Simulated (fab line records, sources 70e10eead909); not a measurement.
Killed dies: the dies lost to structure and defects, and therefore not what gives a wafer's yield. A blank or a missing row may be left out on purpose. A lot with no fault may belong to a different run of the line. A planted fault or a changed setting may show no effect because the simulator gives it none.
fab line records    flow nandHarc    part 1 of 2: steps 1 to 4 of 6
[record] lots = 22  wafers = 66  lastDay = 33
route steps=1302 shown A_DECK1_JOINT@518 A_ONON_D2@548 A_CHANNEL_HOLE_D2@588
lots that met no fault: taken from a fault-free run of the same line
startH: the number of hours between the record's first day and the start of the first shown wafer of the lot    waitH: time in hours since the lot's previous step    " the same as in the row above    L1.1+2: a single row standing in for several wafers    - value missing, or start not given    * or withheld: withheld    < > ~ a bound
route shown NAME@n: NAME is a module with steps in the file, n the number in the route of the first one    usual: average and standard deviation across the fault-free wafers    same: alike in all rows    chamber/n: place in a boat    sites: per-site readings    _std_site: standard deviation of those values    _edge_site: outer sites' mean less inner sites'    radiusMm: how far each site lies from the wafer's centre    mask NAME#n: copy n    behind: the tool/chamber that last shaped the wafer    hold: cause of the lot's hold/its duration in hours/its outcome    device: which transistor (n, p or np) failed to switch    end of line: the tests these same wafers got at the end of their route    a step given without rows: its recipe and nothing more    killed: count of dies lost to structure and defects at first sort (not the wafer's yield)    map: a wafer's dies, x killed, . not, _ none there
set.NAME: the setting the step ran with; set.NAME@STEP: the setting that earlier step ran with    model.NAME: the simulator's own value behind a step, which no gauge read
one table for each step of the route and one row for each wafer, over a sample of lots
services: a tool's chamber out of use, with start hour (startH, from the record's first day; less than 0 if before it), hours out, and reason
[[steps]]
[step NHARC_A_DECK1_JOINT_ETCHBACK_07]
[recipe] targetDepthA = 1050  timeS = 26.9  hbrFlowSccm = 150  rfW = 350  icpW = 350  biasW = 60  chemistry = HBr
[usual] biasW = 59.97/0.17  drypumpMotorCurrentA = 5.6/0.56  oesProductAu = 1.003/0.0096  rfFwdPowerW = 344.8/1.8  throttleValvePct = 23.266/0.0092
lot.wafer  tool      chamber  startH  waitH  biasW  drypumpMotorCurrentA  oesProductAu  rfFwdPowerW  rfHoursCounterH  throttleValvePct
L074.3     rieSi-05  1        245.03  0.1    60.12  5.0                   0.992         346.6        0.7              23.254
L074.2     "         3        "       "      59.64  5.5                   1.008         345.5        0.7              23.269
L074.6     "         2        "       "      59.77  6.5                   1.000         346.6        -                23.266
L075.1     rieSi-01  1        245.03  0.1    60.01  6.0                   0.999         347.5        0.2              23.265
L075.3     "         0        "       "      60.14  4.7                   1.001         344.5        0.2              23.278
L075.6     "         1        "       "      59.74  6.0                   0.994         347.1        -                23.260
L076.3     rieSi-01  1        262.00  0.1    59.88  6.0                   0.999         345.0        0.3              23.277
L076.6     "         1        "       "      60.12  6.0                   1.003         343.9        -                23.270
L076.5     "         2        "       "      59.89  5.0                   1.013         344.8        -                23.271
L077.3     rieSi-03  3        274.08  0.1    59.87  6.3                   1.012         343.4        0.2              23.284
L077.1     "         1        "       "      59.89  5.4                   1.001         342.6        0.2              23.263
L077.5     "         2        "       "      60.00  5.6                   1.019         347.3        -                23.262
L078.2     rieSi-03  0        279.91  0.1    60.26  5.4                   1.009         344.3        0.2              23.283
L078.1     "         2        "       "      60.02  5.5                   1.012         346.0        0.3              23.268
L078.5     "         0        "       "      60.00  5.4                   0.994         344.2        -                23.257
L081.2     rieSi-01  0        295.04  0.1    59.74  4.7                   0.999         344.6        0.5              23.255
L081.1     "         1        "       "      59.99  6.0                   0.991         347.0        0.5              23.264
L081.6     "         0        "       "      60.20  4.7                   1.002         344.7        -                23.257
L080.3     rieSi-05  2        295.07  0.1    59.62  6.5                   1.003         344.4        1.0              23.253
L080.1     "         0        "       "      60.04  5.9                   0.986         345.3        1.1              23.260
L080.5     "         2        "       "      59.96  6.5                   0.994         343.9        -                23.264
L082.4     rieSi-03  0        316.69  0.1    59.67  5.4                   1.014         343.4        0.7              23.256
L082.1     "         1        "       "      59.96  5.4                   1.013         343.5        0.7              23.271
L082.5     "         0        "       "      60.06  5.4                   1.013         342.7        -                23.273
L084.2     rieSi-01  0        334.85  0.1    60.02  4.7                   1.002         341.8        0.8              23.254
L084.4     "         1        "       "      59.90  6.0                   1.008         346.5        0.8              23.258
L084.5     "         0        "       "      59.95  4.7                   1.011         343.6        -                23.268
L085.1     rieSi-03  2        343.51  0.1    59.99  5.5                   1.017         347.3        0.7              23.267
L085.2     "         0        "       "      59.89  5.4                   0.995         345.2        0.7              23.263
L085.6     "         3        "       "      60.07  6.3                   1.013         345.2        -                23.290
L086.4     rieSi-01  0        356.58  0.1    60.13  4.7                   1.005         341.7        1.0              23.273
L086.3     "         2        "       "      60.15  5.0                   1.005         345.6        1.0              23.269
L086.2     "         3        "       "      59.81  6.4                   1.000         345.5        1.1              23.273
L088.3     rieSi-03  3        379.54  0.1    59.86  6.3                   1.008         345.3        0.7              23.266
L088.1     "         0        "       "      60.23  5.4                   0.996         343.7        0.9              23.255
L088.5     "         3        "       "      59.79  6.3                   1.007         346.1        -                23.264
L087.1     rieSi-01  3        379.58  0.1    60.08  6.4                   1.017         341.7        0                23.284
L087.6     "         0        "       "      59.81  4.7                   1.006         343.8        -                23.259
L087.5     "         1        "       "      60.09  6.0                   1.001         345.9        -                23.272
L090.2     rieSi-05  1        399.18  0.1    59.71  5.1                   0.995         344.4        0.6              23.270
L090.1     "         2        "       "      59.95  6.5                   0.995         345.0        0.6              23.270
L090.6     "         1        "       "      59.94  5.1                   1.006         346.6        -                23.275
L089.3     rieSi-01  0        399.26  0.1    60.17  4.7                   1.008         344.2        0.1              23.278
L089.6     "         3        "       "      59.87  6.4                   0.993         340.4        -                23.269
L089.5     "         0        "       "      60.22  4.7                   0.993         342.8        -                23.256
L091.4     rieSi-05  2        413.36  0.1    60.05  6.5                   0.996         346.8        0.7              23.263
L091.2     "         3        "       "      60.14  5.5                   0.995         346.8        0.6              23.274
L091.5     "         2        "       "      59.98  6.5                   0.988         346.6        -                23.287
L092.2     rieSi-01  2        429.09  0.1    60.14  4.9                   1.030         344.2        0.3              23.263
L092.5     "         2        "       "      60.11  4.9                   1.022         344.7        -                23.269
L092.6     "         3        "       "      59.85  6.3                   1.002         342.5        -                23.260
L093.1     rieSi-03  2        433.44  0.1    60.18  5.5                   1.007         347.2        0.2              23.272
L093.5     "         2        "       "      60.00  5.5                   1.024         347.7        -                23.250
L093.6     "         1        "       "      60.09  5.4                   0.994         344.1        -                23.282
L094.3     rieSi-03  2        439.83  0.1    60.02  5.5                   1.025         346.2        0.2              23.263
L094.1     "         1        "       "      59.55  5.4                   0.991         342.5        0.2              23.251
L094.6     "         2        "       "      59.95  5.5                   1.012         347.0        -                23.249
L095.3     rieSi-05  0        448.60  0.1    59.98  5.9                   0.998         347.6        0.9              23.271
L095.1     "         1        "       "      60.21  5.0                   1.005         342.2        1.0              23.262
L095.2     "         2        "       "      59.95  6.5                   0.991         346.6        0.9              23.241
L096.1     rieSi-05  2        458.98  0.1    59.98  6.5                   0.988         343.1        0.9              23.276
L096.2     "         3        "       "      60.10  5.5                   0.999         346.2        0.9              23.276
L096.6     "         3        "       "      60.01  5.5                   0.999         346.0        -                23.268
L097.2     rieSi-01  1        459.00  0.1    59.86  6.0                   0.997         346.3        0.5              23.255
L097.1     "         2        "       "      60.07  4.9                   1.035         346.5        0.5              23.276
L097.3     "         3        "       "      60.03  6.4                   1.013         339.0        0.5              23.284
[step NHARC_A_ONON_D2_THK_MEAS_05]
[recipe] thkMeasGauge = ellipsometry
[usual] thkNm = 1000/9.6
lot.wafer  tool          chamber  startH  waitH  thkNm
L074.2     filmMetro-01  -        282.22  -      1001
L074.3     "             -        "       "      1002
L074.6     "             -        "       "      1002
L075.1     filmMetro-02  -        282.25  -      996
L075.3     "             -        "       "      996
L075.6     "             -        "       "      996
L076.3     filmMetro-02  -        303.94  -      987
L076.5     "             -        "       "      987
L076.6     "             -        "       "      988
L077.1     filmMetro-02  -        312.51  -      1003
L077.3     "             -        "       "      1003
L077.5     "             -        "       "      1002
L078.1     filmMetro-02  -        323.52  -      992
L078.2     "             -        "       "      994
L078.5     "             -        "       "      991
L081.1     filmMetro-02  -        331.20  -      980
L081.2     "             -        "       "      983
L081.6     "             -        "       "      981
L080.1     filmMetro-01  -        331.37  -      1009
L080.3     "             -        "       "      1010
L080.5     "             -        "       "      1009
L082.1     filmMetro-01  -        357.18  -      1006
L082.4     "             -        "       "      1004
L082.5     "             -        "       "      1005
L084.2     filmMetro-01  -        376.77  -      995
L084.4     "             -        "       "      996
L084.5     "             -        "       "      997
L085.1     filmMetro-01  -        379.68  -      1015
L085.2     "             -        "       "      1012
L085.6     "             -        "       "      1013
L086.2     filmMetro-01  -        393.27  -      997
L086.3     "             -        "       "      995
L086.4     "             -        "       "      995
L087.1     filmMetro-02  -        414.79  -      995
L087.5     "             -        "       "      996
L087.6     "             -        "       "      996
L088.1     filmMetro-01  -        414.91  -      994
L088.3     "             -        "       "      994
L088.5     "             -        "       "      995
L089.3     filmMetro-02  -        436.65  -      999
L089.5     "             -        "       "      998
L089.6     "             -        "       "      998
L090.1     filmMetro-02  -        436.83  -      1002
L090.2     "             -        "       "      1001
L090.6     "             -        "       "      1001
L091.2     filmMetro-01  -        449.59  -      1019
L091.4     "             -        "       "      1016
L091.5     "             -        "       "      1019
L092.2     filmMetro-01  -        467.83  -      1000
L092.5     "             -        "       "      998
L092.6     "             -        "       "      999
L093.1     filmMetro-02  -        467.91  -      986
L093.5     "             -        "       "      984
L093.6     "             -        "       "      985
L094.1     filmMetro-02  -        487.72  -      996
L094.3     "             -        "       "      996
L094.6     "             -        "       "      993
L095.1     filmMetro-01  -        487.94  -      1012
L095.2     "             -        "       "      1013
L095.3     "             -        "       "      1013
L097.1     filmMetro-02  -        500.97  -      995
L097.2     "             -        "       "      995
L097.3     "             -        "       "      995
L096.1     filmMetro-01  -        501.12  -      1009
L096.2     "             -        "       "      1009
L096.6     "             -        "       "      1009
[step NHARC_A_ONON_D2_THK_MEAS_24]
[recipe] thkMeasGauge = ellipsometry
[usual] thkNm = 999/8.1
lot.wafer  tool          chamber  startH  waitH  thkNm
L075.1     filmMetro-01  -        292.92  -      1002
L075.3     "             -        "       "      1001
L075.6     "             -        "       "      1000
L074.2     filmMetro-02  -        292.92  -      989
L074.3     "             -        "       "      989
L074.6     "             -        "       "      987
L076.3     filmMetro-01  -        314.28  -      999
L076.5     "             -        "       "      1000
L076.6     "             -        "       "      1001
L077.1     filmMetro-02  -        322.72  -      983
L077.3     "             -        "       "      984
L077.5     "             -        "       "      985
L078.1     filmMetro-02  -        333.82  -      997
L078.2     "             -        "       "      995
L078.5     "             -        "       "      997
L080.1     filmMetro-01  -        341.39  -      997
L080.3     "             -        "       "      998
L080.5     "             -        "       "      998
L081.1     filmMetro-01  -        341.75  -      1002
L081.2     "             -        "       "      1004
L081.6     "             -        "       "      1002
L082.1     filmMetro-02  -        367.40  -      1005
L082.4     "             -        "       "      1003
L082.5     "             -        "       "      1006
L084.2     filmMetro-02  -        388.78  -      1010
L084.4     "             -        "       "      1011
L084.5     "             -        "       "      1011
L085.1     filmMetro-02  -        388.79  -      1002
L085.2     "             -        "       "      1000
L085.6     "             -        "       "      999
L086.2     filmMetro-02  -        404.10  -      991
L086.3     "             -        "       "      990
L086.4     "             -        "       "      990
L087.1     filmMetro-02  -        426.97  -      988
L087.5     "             -        "       "      989
L087.6     "             -        "       "      988
L088.1     filmMetro-01  -        426.98  -      987
L088.3     "             -        "       "      988
L088.5     "             -        "       "      986
L089.3     filmMetro-02  -        447.15  -      1001
L089.5     "             -        "       "      1000
L089.6     "             -        "       "      1002
L090.1     filmMetro-01  -        447.16  -      1012
L090.2     "             -        "       "      1013
L090.6     "             -        "       "      1009
L091.2     filmMetro-02  -        461.67  -      1008
L091.4     "             -        "       "      1008
L091.5     "             -        "       "      1009
L092.2     filmMetro-01  -        478.66  -      1004
L092.5     "             -        "       "      1003
L092.6     "             -        "       "      1004
L093.1     filmMetro-02  -        478.69  -      996
L093.5     "             -        "       "      995
L093.6     "             -        "       "      995
L094.1     filmMetro-01  -        497.90  -      1012
L094.3     "             -        "       "      1009
L094.6     "             -        "       "      1011
L095.1     filmMetro-02  -        498.10  -      1005
L095.2     "             -        "       "      1006
L095.3     "             -        "       "      1005
L097.1     filmMetro-01  -        511.51  -      995
L097.2     "             -        "       "      993
L097.3     "             -        "       "      992
L096.1     filmMetro-02  -        511.52  -      994
L096.2     "             -        "       "      992
L096.6     "             -        "       "      995
[step NHARC_A_CHANNEL_HOLE_D2_ETCH_34]
[recipe] targetDepthA = 1540  timeS = 77  cf4FlowSccm = 100  chf3FlowSccm = 30  arFlowSccm = 0  rfW = 500  biasW = 200  chemistry = CF4/CHF3
[usual] biasW = 199.9/0.57  drypumpMotorCurrentA = 5.5/0.55  oesProductAu = 0.961/0.018  rfFwdPowerW = 496.4/1.8  rfVppV = 370.7/1.9  showerheadPlenumPTorr = 1.58/0.05  throttleValvePct = 16.804/0.0085
lot.wafer  tool        chamber  startH  waitH  biasW  drypumpMotorCurrentA  oesProductAu  rfFwdPowerW  rfHoursCounterH  rfVppV  showerheadPlenumPTorr  throttleValvePct
L074.2     rieDiel-13  3        -       -      199.2  5.6                   0.949         498.6        3                371.1   1.59                   16.810
L074.3     "           1        "       "      200.6  5.1                   0.948         494.4        7                370.5   1.56                   16.812
L074.6     "           2        "       "      199.6  6.5                   0.952         494.3        -                372.0   1.61                   16.797
L075.1     rieDiel-09  0        -       -      199.5  5.9                   0.952         492.8        8                373.3   1.66                   16.811
L075.3     "           1        "       "      199.9  6.0                   0.963         495.2        8                368.7   1.49                   16.807
L075.6     "           0        "       "      199.2  5.9                   0.965         493.3        -                373.5   1.66                   16.817
L076.3     rieDiel-06  2        -       -      199.3  5.3                   0.977         495.8        0                371.9   1.67                   16.819
L076.5     "           2        "       "      199.3  5.3                   0.976         494.6        -                373.7   1.67                   16.803
L076.6     "           3        "       "      200.1  4.7                   0.983         493.8        -                369.0   1.54                   16.808
L077.3     rieDiel-13  2        -       -      199.8  6.5                   0.959         495.4        8                369.5   1.60                   16.822
L077.1     "           3        "       "      200.6  5.6                   0.957         497.4        5                371.8   1.59                   16.809
L077.5     "           1        "       "      199.3  5.1                   0.976         498.8        -                369.8   1.55                   16.806
L078.1     rieDiel-06  0        -       -      199.9  5.4                   0.964         498.7        1                368.4   1.52                   16.798
L078.2     "           1        "       "      200.9  4.8                   0.983         498.6        1                372.6   1.62                   16.801
L078.5     "           3        "       "      199.7  4.8                   0.961         496.7        -                368.5   1.53                   16.805
L080.3     rieDiel-06  1        -       -      199.6  4.8                   0.972         494.7        2                370.6   1.62                   16.816
L080.1     "           3        "       "      199.2  4.8                   0.969         493.4        2                369.9   1.53                   16.800
L080.5     "           0        "       "      199.8  5.4                   0.963         499.5        -                367.7   1.52                   16.816
L081.2     rieDiel-09  3        -       -      200.7  5.5                   0.941         496.6        1                369.5   1.59                   16.798
L081.1     "           1        "       "      200.6  6.1                   0.955         495.7        1                367.6   1.49                   16.798
L081.6     "           3        "       "      199.1  5.5                   0.947         497.1        -                369.6   1.59                   16.800
L082.4     rieDiel-06  0        -       -      200.2  5.4                   0.968         495.6        3                369.2   1.52                   16.806
L082.1     "           1        "       "      199.4  4.8                   0.957         497.9        3                371.0   1.62                   16.819
L082.5     "           2        "       "      200.2  5.3                   0.950         496.5        -                372.9   1.67                   16.807
L084.2     rieDiel-06  1        -       -      200.7  4.8                   0.950         498.3        6                371.1   1.61                   16.804
L084.5     "           0        "       "      199.4  5.4                   0.959         496.4        -                367.8   1.52                   16.797
L084.4     "           1        "       "      200.7  4.8                   0.954         496.7        -                372.0   1.62                   16.809
L085.2     rieDiel-06  1        -       -      199.8  4.8                   0.945         495.8        6                371.6   1.62                   16.809
L085.1     "           3        "       "      200.3  4.8                   0.937         494.6        5                368.7   1.53                   16.812
L085.6     "           0        "       "      199.7  5.4                   0.935         500.3        -                368.8   1.52                   16.815
L086.3     rieDiel-09  3        -       -      200.6  5.5                   0.966         497.6        4                371.9   1.59                   16.799
L086.4     "           0        "       "      199.7  5.9                   0.967         495.0        4                371.7   1.66                   16.797
L086.2     "           2        "       "      200.2  6.2                   0.958         497.7        4                373.2   1.61                   16.799
L087.1     rieDiel-06  0        -       -      199.6  5.4                   0.925         495.3        8                367.6   1.52                   16.795
L087.5     "           1        "       "      199.1  4.8                   0.928         496.9        -                372.7   1.61                   16.797
L087.6     "           2        "       "      200.0  5.3                   0.927         500.2        -                374.4   1.67                   16.813
L088.3     rieDiel-13  3        -       -      200.0  5.6                   0.985         497.5        4                369.7   1.58                   16.812
L088.1     "           2        "       "      199.8  6.5                   0.965         495.9        5                372.3   1.60                   16.792
L088.5     "           3        "       "      199.8  5.7                   0.985         496.4        -                369.1   1.58                   16.793
L089.3     rieDiel-06  0        -       -      199.7  5.4                   0.970         496.9        9                369.2   1.52                   16.811
L089.6     "           3        "       "      200.4  4.8                   0.989         496.9        -                369.6   1.53                   16.805
L089.5     "           0        "       "      199.8  5.4                   0.964         500.8        -                366.5   1.52                   16.797
L090.2     rieDiel-09  0        -       -      200.1  5.9                   0.938         495.8        6                373.7   1.66                   16.808
L090.1     "           2        "       "      198.8  6.2                   0.929         494.2        6                370.9   1.61                   16.809
L090.6     "           2        "       "      198.5  6.2                   0.931         498.6        -                371.9   1.61                   16.802
L091.2     rieDiel-13  1        -       -      200.6  5.1                   0.966         495.3        6                369.6   1.55                   16.806
L091.4     "           2        "       "      199.9  6.4                   0.982         496.2        7                371.4   1.60                   16.805
L091.5     "           1        "       "      200.0  5.1                   0.962         497.0        -                371.5   1.55                   16.793
L092.2     rieDiel-13  1        -       -      200.1  5.1                   0.973         499.4        8                370.0   1.55                   16.796
L092.5     "           0        "       "      199.8  5.0                   0.959         496.4        -                371.7   1.58                   16.812
L092.6     "           1        "       "      199.2  5.1                   0.975         499.7        -                370.2   1.55                   16.799
L093.1     rieDiel-09  2        -       -      200.1  6.2                   0.934         496.1        8                372.2   1.61                   16.793
L093.6     "           1        "       "      199.7  6.0                   0.979         496.9        -                367.7   1.49                   16.798
L093.5     "           2        "       "      199.8  6.2                   0.941         494.7        -                370.6   1.61                   16.801
L094.1     rieDiel-06  1        -       -      199.8  4.8                   0.955         498.6        0                372.3   1.61                   16.804
L094.3     "           2        "       "      200.3  5.3                   0.960         498.8        0                373.3   1.67                   16.789
L094.6     "           0        "       "      199.1  5.4                   0.983         496.4        -                368.8   1.52                   16.805
L095.2     rieDiel-13  3        -       -      200.2  5.6                   0.910         497.4        8                371.4   1.58                   16.799
L095.3     "           0        "       "      201.3  5.0                   0.929         495.4        8                370.1   1.58                   16.806
L095.1     "           1        "       "      200.2  5.1                   0.926         496.8        9                371.6   1.55                   16.812
L097.2     rieDiel-09  2        -       -      200.2  6.2                   0.970         495.0        1                370.9   1.61                   16.796
L097.1     "           0        "       "      198.1  5.9                   0.964         497.0        1                373.8   1.66                   16.809
L097.3     "           1        "       "      199.7  6.1                   0.977         493.2        0                368.1   1.49                   16.803
L096.2     rieDiel-09  2        -       -      199.2  6.2                   0.974         497.3        2                372.3   1.61                   16.808
L096.1     "           1        "       "      200.0  6.1                   0.991         496.2        1                368.8   1.49                   16.787
L096.6     "           2        "       "      199.6  6.3                   0.975         496.7        -                372.6   1.61                   16.810
